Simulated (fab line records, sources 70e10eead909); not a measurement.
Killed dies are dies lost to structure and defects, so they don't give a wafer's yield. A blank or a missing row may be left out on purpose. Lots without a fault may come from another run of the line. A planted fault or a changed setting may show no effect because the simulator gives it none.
Chamber matching | flow nand_harc | NHARC_P_GATE_ALD_36 on ald_sin-04: 4 sister chambers
The step deposits SiNx, target thk 20 nm, pulse time 60 s, ald cycles 223. 8 wafers are shown with their chamber, then 8 later ones without.

WAFERS WITH THEIR CHAMBER
wafer  | chamber | heater_power_w (W) | susceptor_temp_C (C)
L078.6 | 2       | 941                | 400.12
L081.3 | 2       | 931                | 400.35
L084.4 | 1       | 858                | 399.69
L084.6 | 0       | 985                | 399.95
L087.2 | 3       | 850                | 400.18
L087.3 | 1       | 849                | 399.79
L087.5 | 0       | 1027               | 400.34
L090.2 | 3       | 841                | 399.87

WAFERS WITHOUT THEIR CHAMBER
wafer  | heater_power_w (W) | susceptor_temp_C (C)
L090.4 | 1027               | 400.11
L090.5 | 882                | 400.18
L094.3 | 1021               | 399.95
L094.4 | 904                | 400.14
L094.5 | 915                | 400.34
L096.3 | 874                | 399.96
L096.1 | 825                | 400.00
L096.6 | 817                | 400.13

WHICH CHAMBER EACH WENT THROUGH
wafer  | from the rows above          | in truth
L090.4 | 0                            | 0
L090.5 | can't be placed: 3 or 1 or 2 | 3
L094.3 | 0                            | 0
L094.4 | can't be placed: 2 or 3 or 1 | 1
L094.5 | 2                            | 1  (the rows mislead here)
L096.3 | can't be placed: 1 or 3      | 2
L096.1 | can't be placed: 3 or 1      | 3
L096.6 | can't be placed: 3 or 1      | 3
Placed correctly: 2 of 8. Can't be placed from these rows: 5 (the true chamber is among the candidates in 4). Placed wrongly: 1.
How it was worked out, from the rows above alone: a wafer's distance from a chamber is the root of the sum, over the readings, of the square of ((its reading less the chamber's mean) divided by the reading's scatter). The wafer belongs to the nearest chamber; if the next one is less than 2 further off, it can't be placed. A chamber's mean is the mean of its shown wafers. The scatter: the root of (the sum of the squares of (reading less its chamber's mean) over the shown wafers, divided by (wafers less chambers)).
